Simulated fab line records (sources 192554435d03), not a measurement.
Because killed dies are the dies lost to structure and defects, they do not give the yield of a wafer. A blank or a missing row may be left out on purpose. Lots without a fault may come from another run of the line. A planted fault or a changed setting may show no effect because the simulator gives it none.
What tool caused it? -- flow n5 finfet -- 20 lots, 60 wafers sampled, at 1 step of a route of 1938

== WHAT THE GAUGES READ, wafer by wafer ==
N5_MOL_CONTACT_COAG_CD_MEAS_84: the cd target is 25.1 nm. Usual: 25.14 nm for cd nm, sd 0.23.
lot,measured,on,cd nm (nm),flag
L074,day 5 10:55,cd sem-01,25.25 25.11 25.29,
L075,day 5 15:46,cd sem-01,25.05 25.07 25.21,
L076,day 5 18:44,cd sem-01,25.43 25.13 25.11,
L077,day 5 23:56,cd sem-02,25.22 25.32 24.54,
L078,day 6 03:08,cd sem-01,24.87 25.13 25.31,
L079,day 6 09:28,cd sem-02,24.97 24.97 24.93,
L080,day 6 17:22,cd sem-03,25.20 25.02 24.92,
L082,day 7 06:11,cd sem-02,25.28 24.97 25.29,
L083,day 7 14:08,cd sem-02,25.14 24.90 25.41,
L084,day 8 04:16,cd sem-03,25.08 24.32 25.32,
L086,day 8 06:56,cd sem-01,25.31 25.00 25.02,
L087,day 8 13:57,cd sem-01,25.60 25.52 25.22,
L088,day 8 16:37,cd sem-03,25.25 25.15 25.59,
L089,day 9 00:35,cd sem-03,25.05 25.51 24.92,
L090,day 9 02:11,cd sem-02,24.96 25.17 25.20,
L091,day 9 12:38,cd sem-03,25.63 25.31 25.06,
L092,day 9 19:52,cd sem-01,25.08 25.40 25.24,
L093,day 9 20:19,cd sem-02,25.33 25.16 25.12,
L095,day 10 05:22,cd sem-03,24.99 24.92 24.82,
L097,day 10 21:50,cd sem-03,25.16 25.09 24.62,

== TOOL THAT RAN EACH LOT (tool first, then ch and the chambers of the sampled wafers, then the start) ==
No process step before these readings appears in the record.

== AS READ BY THE TOOLS THEMSELVES (means over the sampled wafers that have a number; for cases with no such wafer, the mark the record gives instead) ==
The record holds no such reading with a usual standard deviation.

== THE ANSWER, worked out from the rows above alone ==
Rule: take the mean of a lot's wafers that have a number; if it is more than 3 standard deviations from the usual mean, the lot is off. Also off: a lot with no number at a reading for which 4 or more lots have one. Any other lot the step has rows for is counted as sound. First the gauges in route order, then the tools' own readings, where a lot's mean is used as printed above. The first step at which some lot is off is used, and at that step the reading that is off furthest; a lot without a number counts as furthest.
No lot is off on any of the readings shown, so nothing can be concluded from this.

== WHAT HAD BEEN PUT IN BY THE SIMULATOR ==
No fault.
